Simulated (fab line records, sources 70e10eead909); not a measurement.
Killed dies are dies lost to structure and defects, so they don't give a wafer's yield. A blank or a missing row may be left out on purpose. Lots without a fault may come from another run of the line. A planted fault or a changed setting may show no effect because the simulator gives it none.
Chamber matching | flow nand_harc | NHARC_A_CHANNEL_HOLE_D2_ETCH_38 on rie_diel-01: 4 sister chambers
The step etches the open film in CF4, target depth 39 nm, time 65 s. 14 wafers are shown with their chamber, then 7 later ones without.

WAFERS WITH THEIR CHAMBER
wafer  | chamber | showerhead_plenum_p_Torr (Torr) | drypump_motor_current_A (A) | rf_vpp_V (V)
L821.1 | 2       | 1.70                            | 5.2                         | 150.5
L821.3 | 3       | 1.75                            | 6.5                         | 151.6
L821.5 | 1       | 1.82                            | 5.7                         | 151.3
L823.1 | 0       | 1.71                            | 5.4                         | 150.8
L823.4 | 3       | 1.75                            | 6.4                         | 150.0
L823.5 | 0       | 1.71                            | 5.5                         | 150.5
L831.3 | 0       | 1.71                            | 5.5                         | 149.2
L831.4 | 3       | 1.75                            | 6.5                         | 152.8
L831.6 | 1       | 1.82                            | 5.8                         | 151.9
L832.2 | 2       | 1.69                            | 5.2                         | 150.5
L832.4 | 1       | 1.82                            | 5.8                         | 152.8
L832.6 | 0       | 1.71                            | 5.5                         | 150.2
L837.2 | 3       | 1.75                            | 6.5                         | 151.8
L837.4 | 2       | 1.69                            | 5.2                         | 150.4

SIGNATURES (means of the wafers above)
reading                  | chamber 0 | chamber 1 | chamber 2 | chamber 3 | scatter within a chamber
showerhead_plenum_p_Torr | 1.7100    | 1.8200    | 1.6933    | 1.7500    | 0.00258
drypump_motor_current_A  | 5.475     | 5.767     | 5.200     | 6.475     | 0.0465
rf_vpp_V                 | 150.175   | 152.000   | 150.467   | 151.550   | 0.814
Rule: a wafer's distance from a chamber is the root of the sum, over the readings, of the square of ((its reading less the chamber's mean) divided by the reading's scatter). The wafer belongs to the nearest chamber; if the next one is less than 2 further off, it can't be placed. The scatter: the root of (the sum of the squares of (reading less its chamber's mean) over the shown wafers, divided by (wafers less chambers)).

WAFERS WITHOUT THEIR CHAMBER
wafer  | showerhead_plenum_p_Torr (Torr) | drypump_motor_current_A (A) | rf_vpp_V (V)
L837.6 | 1.70                            | 5.5                         | 150.1
L838.1 | 1.69                            | 5.2                         | 151.4
L838.2 | 1.82                            | 5.8                         | 152.6
L838.4 | 1.75                            | 6.5                         | 153.0
L839.3 | 1.69                            | 5.2                         | 149.2
L839.4 | 1.75                            | 6.5                         | 150.9
L839.5 | 1.75                            | 6.5                         | 151.9

WHICH CHAMBER EACH WENT THROUGH
wafer  | from the rows above | in truth
L837.6 | 0                   | 0
L838.1 | 2                   | 2
L838.2 | 1                   | 1
L838.4 | 3                   | 3
L839.3 | 2                   | 2
L839.4 | 3                   | 3
L839.5 | 3                   | 3
Placed correctly: 7 of 7. Can't be placed from these rows: 0. Placed wrongly: 0.
